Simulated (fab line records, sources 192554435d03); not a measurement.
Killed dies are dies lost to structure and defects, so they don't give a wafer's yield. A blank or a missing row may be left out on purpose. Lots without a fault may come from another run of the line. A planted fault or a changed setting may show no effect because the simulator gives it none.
Split-lot experiment | flow n5_finfet | 7 lots, 21 wafers read, on a route of 1938 steps

THE SPLIT
At N5_BEOL_M6_COAT_59 (time 60 s, resist thk 100 nm), the setting spin_rpm was moved away from the recipe's 1500 rpm on 7 of the 21 wafers read, by -9.3% to +11.0%. The other wafers ran this setting at the recipe's value.

FROM THE SPLIT TO THE READING: what the file shows between them, 7 steps
- N5_BEOL_M6_COAT_60: time 60 s, resist thk 35 nm
- N5_BEOL_M6_COAT_05: resist thk 90 nm
- N5_BEOL_M6_DESCUM_16: chemistry O2, time 7.9 s
- N5_BEOL_M6_ETCH_61: etches SiARC in CF4, target depth 45.5 nm, time 75.8 s
- N5_BEOL_M6_ETCH_62: etches SOC in N2/H2, target depth 110 nm, overetch 22 nm, time 165 s
- N5_BEOL_M6_STRIP_68: strips in N2/H2
- N5_BEOL_M6_STRIP_67: strips in CF4

THE READING
SOC_of_BEOL_M6_COAT_59.thk_nm (the simulator's own value, which no gauge read), in nm, at N5_BEOL_M6_HM_OPEN_17 (chemistry Cl2/BCl3, target TiN, target depth 20 nm, overetch 6 nm). The file gives no usual value for it. The 14 wafers here that ran the recipe average 91.9 nm, standard deviation 0.33 nm.

wafer  | tool, chamber at the split | spin_rpm as run, rpm | against the recipe | SOC_of_BEOL_M6_COAT_59.thk_nm, nm | against lot-mates on the recipe
L078.2 | litho_track-02, 0          | 1500                 | recipe             | 91.2                              | -
L078.3 | litho_track-02, 0          | 1562                 | +4.1%              | 89.4                              | -1.8
L078.5 | litho_track-02, 0          | 1562                 | +4.1%              | 89.4                              | -1.8
L077.1 | litho_track-04, 0          | 1360                 | -9.3%              | 97                                | +5.1
L077.3 | litho_track-04, 0          | 1500                 | recipe             | 92                                | -
L077.5 | litho_track-04, 0          | 1500                 | recipe             | 91.8                              | -
L085.2 | litho_track-02, 0          | 1500                 | recipe             | 91.6                              | -
L085.5 | litho_track-02, 0          | 1500                 | recipe             | 91.6                              | -
L085.4 | litho_track-02, 0          | 1500                 | recipe             | 91.8                              | -
L086.1 | litho_track-02, 0          | 1665                 | +11.0%             | 86.6                              | -5.0
L086.3 | litho_track-02, 0          | 1500                 | recipe             | 91.6                              | -
L086.4 | litho_track-02, 0          | 1665                 | +11.0%             | 87                                | -4.6
L091.2 | litho_track-04, 0          | 1500                 | recipe             | 92.2                              | -
L091.5 | litho_track-04, 0          | 1500                 | recipe             | 92.2                              | -
L091.4 | litho_track-04, 0          | 1500                 | recipe             | 92.4                              | -
L089.2 | litho_track-03, 0          | 1500                 | recipe             | 91.8                              | -
L089.3 | litho_track-03, 0          | 1500                 | recipe             | 92.2                              | -
L089.5 | litho_track-03, 0          | 1500                 | recipe             | 92.2                              | -
L095.1 | litho_track-04, 0          | 1500                 | recipe             | 92.2                              | -
L095.3 | litho_track-04, 0          | 1603                 | +6.9%              | 87.8                              | -4.4
L095.6 | litho_track-04, 0          | 1603                 | +6.9%              | 89.2                              | -3.0

THE FIT
A straight line over all 21 wafers: SOC_of_BEOL_M6_COAT_59.thk_nm changes by -0.499 nm for each +1% of spin_rpm; r = -0.98; the points scatter about the line by 0.42 nm.
The same after taking each lot's own level away (the mean of its wafers on the recipe; 21 wafers): -0.483 nm for each +1%; r = -0.99; scatter 0.36 nm.
On that fit, the largest move of spin_rpm shifts the reading by 5.3 nm.
The lots' own levels span 91.20 to 92.27 nm, that is 3.3 times the standard deviation above.
So the lot-to-lot level changes the slope little: the two slopes agree.
Check: with one of the wafers moved furthest among these (+11.0%) left out of the fit, the line predicts -5.34 nm for it against its lot-mates. It came out at -5 nm against them.

OTHER SPLITS ON THESE WAFERS
These wafers also went through other splits before the reading. Each is held against what the fit with the lots' levels taken away leaves over:
other split on the same wafers | wafers away from the commonest value | r with SOC_of_BEOL_M6_COAT_59.thk_nm (lot level and that fit taken away)
N5_BEOL_M5_ETCH_41 source_w    | 5                                    | +0.18
N5_BEOL_M6_PECVD_70 temp_c     | 7                                    | +0.22

THE WHOLE CHAIN: every reading that the file lists as answering this split, in the file's order
step                  | what it does                                                         | reading                                                                        | change (the file's fit)               | r (the file's)
N5_BEOL_M6_COAT_59    | time 60 s, resist thk 100 nm                                         | SOC_of_BEOL_M6_COAT_59.thk_nm (the simulator's own value, which no gauge read) | -0.499 nm for each +1% of the setting | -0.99
N5_BEOL_M6_ETCH_62    | etches SOC in N2/H2, target depth 110 nm, overetch 22 nm, time 165 s | etch.depth_nm (the simulator's own value, which no gauge read)                 | -0.493 nm for each +1% of the setting | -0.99
N5_BEOL_M6_HM_OPEN_17 | chemistry Cl2/BCl3, target TiN, target depth 20 nm, overetch 6 nm    | SOC_of_BEOL_M6_COAT_59.thk_nm (the simulator's own value, which no gauge read) | -0.489 nm for each +1% of the setting | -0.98

THE FILE'S OWN FIT
SOC_of_BEOL_M6_COAT_59.thk_nm changes by -0.489 nm for each +1% of spin_rpm, r = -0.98.
